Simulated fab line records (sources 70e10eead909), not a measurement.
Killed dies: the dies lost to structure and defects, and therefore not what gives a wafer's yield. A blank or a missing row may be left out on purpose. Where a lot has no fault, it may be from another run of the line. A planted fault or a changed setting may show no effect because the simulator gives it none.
The same fault as seen by 2 desks    flow nand-harc    every desk sees just its own numbers, and what lay behind them comes last

FROM THE METROLOGY DESK
What the gauges read for every lot (on any tool): the sampled wafers with a number, averaged. Any lot whose mean is over 4 standard deviations away from the usual mean is out of limits and marked OUT; that distance is given in the brackets.
Columns: A = trench-depth-nm at NHARC_P_STI_OCD_MEAS_43, usual 301 nm; B = trench-foot-cd-nm at NHARC_P_STI_OCD_MEAS_43, usual 158.6 nm
lot   first seen here  A    B
L180  day 3 07:02      305  158.7
L181  day 3 13:17      297  160.4
L182  day 4 05:19      299  158.1
L185  day 4 13:20      296  158.3
L187  day 4 21:26      296  162.0
L186  day 4 21:34      297  161.3
L189  day 5 09:07      302  158.4
L191  day 6 00:02      297  159.3
L197  day 7 13:34      299  158.8
L198  day 7 18:00      304  159.1
L200  day 8 09:17      309  158.3
This desk's finding: nothing out of limits on any of the 11 lots.

TOOL OWNER'S DESK, furnace-04
The tool's own readings at NHARC_P_STI_OXIDE_29 (material SiO2, target thk 10 nm, ox time 1362 s): means of the sampled wafers that have a number, for each lot that ran on this tool. Any lot whose mean is over 4 standard deviations away from the usual mean is out of limits and marked OUT; that distance is given in the brackets.
Columns: A = spike-tc-lower-C at NHARC_P_STI_OXIDE_29, usual 899.9 C; B = spike-tc-top-C at NHARC_P_STI_OXIDE_29, usual 910.0 C
lot   first seen here  A      B
L180  day 2 18:19      898.9  912.6
L191  day 5 11:30      900.8  911.6
L197  day 7 00:53      899.1  911.9
L198  day 7 05:27      900.2  911.2
This desk's finding: nothing out of limits on any of the 4 lots.

ALL TOGETHER
Metrology desk: nothing out of limits seen.
Nothing out of limits was seen by the tool owner's desk.

WHAT THE SIMULATOR HAD INSERTED
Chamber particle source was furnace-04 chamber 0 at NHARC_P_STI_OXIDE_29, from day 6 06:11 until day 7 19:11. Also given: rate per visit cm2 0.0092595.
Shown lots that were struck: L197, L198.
